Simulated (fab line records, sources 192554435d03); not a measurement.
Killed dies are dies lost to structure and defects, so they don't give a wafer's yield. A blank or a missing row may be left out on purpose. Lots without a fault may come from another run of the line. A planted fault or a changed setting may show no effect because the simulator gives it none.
Problem report in the 8D (eight disciplines) form, filled by code | flow n5_finfet | the parts of the form that need people (team, actions taken, sign-off) are left out

1. THE PROBLEM
cd_nm at N5_MIM_BOT_LITHO_CD_MEAS_08 reads a mean of 3052.7 nm on 2 wafers of 2 lots; wafers without a fault read 3001.0 nm with a standard deviation of 2.3. That is +22 standard deviations from the usual mean.
The step: target cd 3000 nm.
First seen on wafer L998.3, day 15 20:49, on cd_sem-01. The record holds 31 wafers of 13 lots with a number at this step. Rule for "out", or "out of limits": more than 4 standard deviations from the usual mean. The other wafers with a number count as sound.

2. WHAT IT IS AND WHAT IT IS NOT
question                    | is                   | is not
which readings at this step | cd_nm                | -
which lots                  | L103, L998           | L104, L105, L983, L984, L985, L986, L987, L988, L990, L991, L993
which wafers of those lots  | L103.3, L998.3       | L103.5, L998.6
read on which gauges        | cd_sem-01, cd_sem-02 | cd_sem-03
when                        | from day 15 20:49    | up to then (24 sound wafers); but 5 sound wafers of L103, L104, L105 came after

3. SUSPECTS, AND WHAT RULES EACH OUT
Counting: a tool at a process step up to the reading stays a suspect if it ran every lot that is out. Sound lots after the first of them don't rule it out here, since some wafers of a struck lot are sound.
- the gauge at N5_MIM_BOT_LITHO_CD_MEAS_08: ruled out. The wafers that are out were read on 2 gauges (cd_sem-01, cd_sem-02).
- pvd_sputter-02 at N5_BEOL_M15_SPUTTER_45 (material Cu, target thk 100 nm, time 16.67 s): kept. It ran every lot that is out, first L998 (day 15 15:32); its last sound lot up to then is L987 (day 12 10:30).
- cmp-01 at N5_BEOL_M15_CMP_49 (polishes, stops on SiO2, t overpolish 4.9 s, target thk 850 nm): kept. It ran every lot that is out, first L998 (day 15 16:20); its last sound lot up to then is L993 (day 14 01:14).
- krf_scanner-01 at N5_MIM_BOT_LITHO_EXPOSE_05 (exposes mask MIM BOT): kept. It ran every lot that is out, first L998 (day 15 20:38); its last sound lot up to then is L993 (day 14 05:12).
Left after counting: pvd_sputter-02 at N5_BEOL_M15_SPUTTER_45, cmp-01 at N5_BEOL_M15_CMP_49, krf_scanner-01 at N5_MIM_BOT_LITHO_EXPOSE_05.

4. THE CAUSE (what the simulator had put in)
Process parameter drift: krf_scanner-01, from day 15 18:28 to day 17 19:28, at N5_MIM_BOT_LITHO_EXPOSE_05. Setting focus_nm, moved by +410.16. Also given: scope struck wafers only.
Counting left 3 suspects, and this tool is among them.

5. THE CHAIN OF EFFECTS, in route order
Each row: a reading whose mean over the struck wafers that have a number lies more than 3 standard deviations from the usual. Only readings for which the record gives a usual standard deviation are gone through. hours: the time from each lot's start at the first step in this table that gives one to its start at this step, as a median over the lots. sigmas: the change in usual standard deviations.
hours | step                        | reading | usual     | on struck wafers | change | sigmas
0     | N5_MIM_BOT_LITHO_CD_MEAS_08 | cd_nm   | 3001.0 nm | 3052.7           | +51.7  | +22
Later measuring or inspecting steps at which every struck wafer that the step has a row for has a number for every such reading, and none has moved that far: N5_MIM_BOT_LITHO_OVL_MEAS_11.

6. WHAT WOULD HAVE CAUGHT IT SOONER
In this record the first reading out of limits at a measuring or inspecting step was taken at day 15 20:49, 2 hours after the fault began at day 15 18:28.
Of the lots that are out (2), L103 began N5_MIM_BOT_LITHO_EXPOSE_05 on krf_scanner-01 after day 15 20:49. A hold on the tool at that time would have spared it.
